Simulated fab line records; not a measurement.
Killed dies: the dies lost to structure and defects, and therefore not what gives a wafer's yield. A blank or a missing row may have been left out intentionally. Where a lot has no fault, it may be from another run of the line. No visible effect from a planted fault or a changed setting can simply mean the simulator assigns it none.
Chamber matching ; flow nandHarc ; 3 sister chambers for NHARC_A_CONTACT_DEP_85 on pecvd-04
The step deposits SiON, target thk 50 nm. 22 wafers are shown with their chamber, then 11 later ones without.

## WAFERS PAIRED WITH THEIR CHAMBERS
wafer;chamber;showerheadVppV (V);heaterPowerW (W);susceptorTempC (C)
L080.1;0;1168;804;400.01
L080.2;1;1193;688;400.15
L080.3;2;1113;864;400.21
L082.1;0;1154;835;399.94
L082.3;2;1117;845;399.91
L082.6;0;1193;823;399.98
L083.2;2;1117;773;399.90
L083.4;1;1177;756;400.08
L083.6;2;1119;777;399.97
L086.1;1;1195;794;399.93
L086.3;0;1178;721;400.45
L086.5;0;1180;741;399.91
L085.1;0;1166;849;399.93
L085.2;1;1206;794;399.94
L085.4;0;1176;843;399.96
L090.1;1;1202;746;399.67
L090.2;0;1168;780;400.12
L090.6;0;1164;762;399.96
L091.2;1;1210;701;399.97
L091.3;2;1131;856;399.84
L091.4;0;1163;728;399.94
L092.4;1;1206;796;400.09

SIGNATURES (averages over the wafers above)
reading;chamber 0;chamber 1;chamber 2;scatter within a chamber
showerheadVppV;1171.00;1198.43;1119.40;10.3
heaterPowerW;788.60;753.57;823.00;46.8
susceptorTempC;400.0200;399.9757;399.9660;0.157
Rule: distance of a wafer from a chamber = root of the sum over the readings of ((wafer's reading minus chamber's mean) / reading's scatter) squared. The wafer belongs to the nearest chamber; if the next one is less than 2 further off, it can't be placed. The scatter is the square root of a quotient: the sum, over the shown wafers, of each reading's squared deviation from its chamber's mean, divided by wafers minus chambers.

## WAFERS MISSING THEIR CHAMBER
wafer;showerheadVppV (V);heaterPowerW (W);susceptorTempC (C)
L092.5;1187;794;400.27
L092.6;1118;862;400.19
L094.1;1223;782;400.11
L094.2;1128;701;399.54
L094.3;1169;728;400.27
L093.3;1184;708;399.97
L093.4;1163;713;400.26
L093.5;1119;848;399.74
L096.2;1133;852;399.59
L096.3;1172;831;400.10
L096.4;1211;747;399.57

## WHICH CHAMBER EACH ONE RAN IN
wafer;from the rows above;in truth
L092.5;can't be placed: 0 or 1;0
L092.6;2;2
L094.1;1;1
L094.2;can't be placed: 2 or 0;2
L094.3;can't be placed: 0 or 1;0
L093.3;can't be placed: 1 or 0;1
L093.4;can't be placed: 0 or 1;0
L093.5;2;2
L096.2;can't be placed: 2 or 0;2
L096.3;0;0
L096.4;1;1
Correctly placed: 5 of 11. From these rows, 6 cannot be placed; in 6 the true chamber is one of the candidates. Wrongly placed: 0.
